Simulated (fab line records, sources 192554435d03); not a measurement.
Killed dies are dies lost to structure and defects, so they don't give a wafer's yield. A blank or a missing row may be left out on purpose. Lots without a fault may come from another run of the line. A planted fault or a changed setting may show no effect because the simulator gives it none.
A struck lot beside a sound one | flow n5_finfet | 13 steps out of a route of 1938
Sound: wafers L937.3, L937.5, L937.6. Struck: wafer L944.2. (L944.1, L944.3 of the same lot were not struck and are left out.) The cause comes at the end.
At each step with rows: each side's tool, then ch and its chambers, then its first start. Under that, the readings that differ: sound wafers | struck wafers | difference of the means | sigmas: that difference in standard deviations of wafers without a fault.
alike: readings whose means differ by less than 2 such deviations, and words and numbers that are the same on both sides. not compared: withheld readings, readings that some wafer has no value for, bounds like >300 that may hide the same value, and numbers for which the record gives no deviation and whose values overlap.
The two part at a step that has a row with sigmas, a row that says differs or no value, or rows on one side only. Numbers that don't overlap but have no deviation are shown without sigmas and don't part them. A reading that every wafer of one side lacks parts them only if that side has two wafers or more.

N5_BEOL_M15_TRENCH_ETCH_34: etches SiO2 in C4F8/O2/Ar, target depth 872.93 nm, time 199 s.
  sound on rie_diel-06 ch 0,1,2, day 14 09:34; struck on rie_diel-05 ch 1, day 16 17:07
  reading              | sound             | struck | difference | sigmas
  he_outer_torr (Torr) | 29.86 29.97 29.95 | 30.17  | +0.24      | +4
  alike: chamber_pressure_mTorr, drypump_motor_current_A, oes_product_au, rf_vpp_V, showerhead_plenum_p_Torr, throttle_valve_pct
  not compared: rf_hours_counter_h
N5_BEOL_M15_STRIP_36: strips in O2.
  sound on rie_diel-01 ch 2,3, day 14 21:34; struck on rie_diel-01 ch 0, day 16 18:14
  reading                     | sound       | struck | difference | sigmas
  drypump_motor_current_A (A) | 5.2 5.2 5.6 | 6.2    | +0.9       | +2
  alike: chamber_pressure_mTorr, oes_product_au, rf_vpp_V, showerhead_plenum_p_Torr, temp_c, throttle_valve_pct
  not compared: rf_hours_counter_h
then, 1 step without rows for these wafers: N5_BEOL_M15_STRIP_62 (strips in O2).
N5_BEOL_M15_STRIP_37: strips in O2.
  sound on rie_diel-01 ch 2,3; struck on rie_diel-01 ch 0
  reading                        | sound             | struck | difference | sigmas
  chamber_pressure_mTorr (mTorr) | 30.03 30.03 29.98 | 29.89  | -0.12      | -3
  drypump_motor_current_A (A)    | 5.2 5.2 5.6       | 6.2    | +0.9       | +2
  alike: oes_product_au, rf_vpp_V, showerhead_plenum_p_Torr, temp_c, throttle_valve_pct
  not compared: rf_hours_counter_h
then, 3 steps without rows for these wafers: N5_BEOL_M15_ETCH_38 (etches SiCN in CF4/N2, target depth 106.4 nm, time 120.5 s); N5_BEOL_M15_PRECLEAN_39 (cleans in residue remover, time 60 s); N5_BEOL_M15_SRD_40 (time 30 s, dry time 30 s).
N5_BEOL_M15_DEGAS_41: time 60 s.
  sound on pvd_sputter-01, day 14 22:14; struck on pvd_sputter-01, day 16 18:51
  alike: heater_power_w
then, 2 steps without rows for these wafers: N5_BEOL_M15_PRE_CLEAN_42 (time 30 s); N5_BEOL_M15_SPUTTER_43 (material TaN, target thk 15 nm, time 24.19 s).
N5_BEOL_M15_SPUTTER_44: material Ta, target thk 15 nm, time 24.19 s.
  sound on pvd_sputter-01, day 14 22:23; struck on pvd_sputter-01, day 16 19:01
  alike: cathode_dc_power_W, throttle_valve_pct
N5_BEOL_M15_SPUTTER_45: material Cu, target thk 100 nm, time 16.67 s.
  sound on pvd_sputter-01, day 14 22:28; struck on pvd_sputter-01, day 16 19:05
  reading                | sound             | struck | difference | sigmas
  cathode_dc_power_W (W) | 26006 25998 25994 | 24928  | -1071      | -99 or more
  alike: chuck_sensor_temp_C, throttle_valve_pct
then, 1 step without rows for these wafers: N5_BEOL_M15_ECD_47 (material Cu, target thk 1860 nm).

WHERE THEY PART
First at N5_BEOL_M15_TRENCH_ETCH_34; last, within this record, at N5_BEOL_M15_SPUTTER_45.

WHY: what the simulator had put in
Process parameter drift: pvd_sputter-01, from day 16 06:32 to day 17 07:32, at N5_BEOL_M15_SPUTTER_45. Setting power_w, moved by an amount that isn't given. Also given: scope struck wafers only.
